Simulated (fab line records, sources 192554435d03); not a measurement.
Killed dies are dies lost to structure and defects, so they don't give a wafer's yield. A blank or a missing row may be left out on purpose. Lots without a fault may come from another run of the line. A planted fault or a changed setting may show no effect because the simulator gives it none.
A struck lot beside a sound one | flow n5_finfet | 12 steps out of a route of 1938
Sound: wafers L524.4, L524.5, L524.6. Struck: wafers L525.1, L525.3, L525.5. The cause comes at the end.
At each step with rows: each side's tool, then ch and its chambers, then its first start. Under that, the readings that differ: sound wafers | struck wafers | difference of the means | sigmas: that difference in standard deviations of wafers without a fault.
alike: readings whose means differ by less than 2 such deviations, and words and numbers that are the same on both sides. not compared: withheld readings, readings that some wafer has no value for, bounds like >300 that may hide the same value, and numbers for which the record gives no deviation and whose values overlap.
The two part at a step that has a row with sigmas, a row that says differs or no value, or rows on one side only. Numbers that don't overlap but have no deviation are shown without sigmas and don't part them. A reading that every wafer of one side lacks parts them only if that side has two wafers or more.

first, 9 steps without rows for these wafers: N5_FIN_SAQP_EXPOSE_13 (exposes mask FIN CORE, target cd 35.6 nm); N5_FIN_SAQP_PEB_14 (peb time 60 s); N5_FIN_SAQP_DEVELOP_15 (develop time 30 s); N5_FIN_SAQP_DESCUM_21 (chemistry O2, time 7.9 s); N5_FIN_SAQP_ETCH_51 (etches SiARC in CF4, target depth 45.5 nm, time 75.8 s); N5_FIN_SAQP_ETCH_52 (etches SOC in N2/H2, target depth 100 nm, overetch 20 nm, time 150 s); N5_FIN_SAQP_STRIP_53 (strips in N2/H2); N5_FIN_SAQP_HM_OPEN_73 (chemistry CHF3/O2, target SiO2, stops on a-Si, target depth 12 nm, time 16.8 s); N5_FIN_SAQP_STRIP_74 (strips in CHF3/O2).
N5_FIN_SAQP_MANDREL_ETCH_22: etches a-Si in HBr/Cl2, stops on SiNx, target depth 60 nm, bt time 10 s, time 30 s.
  sound on rie_si-02 ch 1,2,3, day 5 22:41; struck on rie_si-03 ch 0,2,3, day 6 04:37
  reading                                   | sound            | struck           | difference | sigmas
  model.SOC_of_FIN_SAQP_COAT_49.thk_nm (nm) | 76.11 76.5 76.59 | 81.42 81.17 81.4 | +4.93      |
  alike: chamber_pressure_mTorr, drypump_motor_current_A, oes_product_au, throttle_valve_pct
  not compared: rf_hours_counter_h
then, 1 step without rows for these wafers: N5_FIN_SAQP_STRIP_55 (strips in N2/H2).
-- the record jumps here: 6 days lie between the struck wafers' starts before and after (it left off in module FIN_SAQP and takes up again in module BEOL_M4, whose first step shown is number 1111 of the route) --
N5_BEOL_M4_RC_MEAS_101:
  sound on prober-02 ch 0, day 11 23:10; struck on prober-01 ch 0, day 12 16:10
  alike: DIBL_N, DIBL_P, IOFF_N, IOFF_P, ION_N, ION_P, SS_N, SS_P, VT_N, VT_P

WHERE THEY PART
Nowhere in this record.

WHY: what the simulator had put in
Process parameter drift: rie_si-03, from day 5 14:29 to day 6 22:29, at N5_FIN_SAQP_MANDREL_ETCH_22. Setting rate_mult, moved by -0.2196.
